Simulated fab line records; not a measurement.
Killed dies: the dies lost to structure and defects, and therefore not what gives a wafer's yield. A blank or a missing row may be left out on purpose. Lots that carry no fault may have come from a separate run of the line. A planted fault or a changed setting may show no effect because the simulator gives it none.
Split-lot trial + flow n5Finfet + 21 wafers read across 7 lots, on a route 1938 steps long

== ABOUT THE SPLIT ==
At N5_BEOL_M5_ETCH_72 (etches underlayer in N2/H2, target depth 6.5 nm, time 5.2 s), the setting biasW was moved away from the recipe's 150 W on 9 of the 21 wafers read, by -15.4% to +12.7%. The other wafers ran this setting at the recipe's value.

The reading is taken at the split's own step.

== THE READING ==
rfVppV, in V, at N5_BEOL_M5_ETCH_72 (etches underlayer in N2/H2, target depth 6.5 nm, time 5.2 s). Typical for fault-free wafers on this fab line: 524 V, with standard deviation 3.2 V.

| wafer  | tool, chamber at the split | biasW as run, W | against the recipe | rfVppV, V | against lot-mates on the recipe |
|--------|----------------------------|-----------------|--------------------|-----------|---------------------------------|
| L075.1 | rieDiel-02, 3              | 150             | recipe             | 525       | -                               |
| L075.2 | rieDiel-02, 2              | 150             | recipe             | 525       | -                               |
| L075.5 | rieDiel-02, 3              | 138.6           | -7.6%              | 499       | -26                             |
| L080.2 | rieDiel-01, 3              | 134.1           | -10.6%             | 489       | no lot-mate on the recipe       |
| L080.5 | rieDiel-01, 3              | 134.1           | -10.6%             | 490       | no lot-mate on the recipe       |
| L080.6 | rieDiel-01, 0              | 134.1           | -10.6%             | 490       | no lot-mate on the recipe       |
| L081.1 | rieDiel-04, 3              | 126.9           | -15.4%             | 465       | no lot-mate on the recipe       |
| L081.3 | rieDiel-04, 1              | 126.9           | -15.4%             | 473       | no lot-mate on the recipe       |
| L081.5 | rieDiel-04, 0              | 126.9           | -15.4%             | 468       | no lot-mate on the recipe       |
| L084.1 | rieDiel-04, 3              | 150             | recipe             | 517       | -                               |
| L084.2 | rieDiel-04, 0              | 150             | recipe             | 524       | -                               |
| L084.3 | rieDiel-04, 1              | 150             | recipe             | 523       | -                               |
| L088.2 | rieDiel-04, 1              | 150             | recipe             | 524       | -                               |
| L088.3 | rieDiel-04, 0              | 150             | recipe             | 522       | -                               |
| L088.5 | rieDiel-04, 1              | 150             | recipe             | 525       | -                               |
| L092.1 | rieDiel-04, 2              | 150             | recipe             | 526       | -                               |
| L092.4 | rieDiel-04, 1              | 150             | recipe             | 524       | -                               |
| L092.5 | rieDiel-04, 1              | 169.1           | +12.7%             | 567       | +42                             |
| L096.1 | rieDiel-04, 0              | 166.5           | +11.0%             | 556       | +33                             |
| L096.2 | rieDiel-04, 2              | 150             | recipe             | 527       | -                               |
| L096.3 | rieDiel-04, 3              | 150             | recipe             | 519       | -                               |

FIT RESULTS
A straight line over all 21 wafers: rfVppV changes by +3.37 V for each +1% of biasW; r = +0.99; the points scatter about the line by 3.1 V.
The same after taking each lot's own level away (the mean of its wafers on the recipe; 15 wafers): +3.22 V for each +1%; r = +0.99; scatter 2.4 V.
The reading moves by 50 V for the largest change in biasW, on that fit.
From 521.3 to 525.0 V: that is the span of the lots' own levels, equal to 1.1 times the standard deviation above.
The two slopes agree, so the slope changes little with the lot-to-lot level.
Check: +39.7 V against its lot-mates is what the line predicts for one of the wafers moved furthest among these (+12.7%) when that wafer is left out of the fit. Against them it came out at +42 V.
Tool readings at the split's step, against how far the setting was moved: etchRfOnTimeS r = -0.95; rfVppV r = +0.99.

== THE WHOLE CHAIN: every reading that the file lists as answering this split, in the file's order ==
| step               | what it does                                                | reading       | change (the file's fit)              | r (the file's) |
|--------------------|-------------------------------------------------------------|---------------|--------------------------------------|----------------|
| N5_BEOL_M5_ETCH_72 | etches underlayer in N2/H2, target depth 6.5 nm, time 5.2 s | etchRfOnTimeS | withheld for each +1% of the setting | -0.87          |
| N5_BEOL_M5_ETCH_72 | etches underlayer in N2/H2, target depth 6.5 nm, time 5.2 s | rfVppV        | +3.24 V for each +1% of the setting  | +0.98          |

== THE FILE'S OWN FIT ==
rfVppV changes by +3.24 V for each +1% of biasW, r = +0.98.
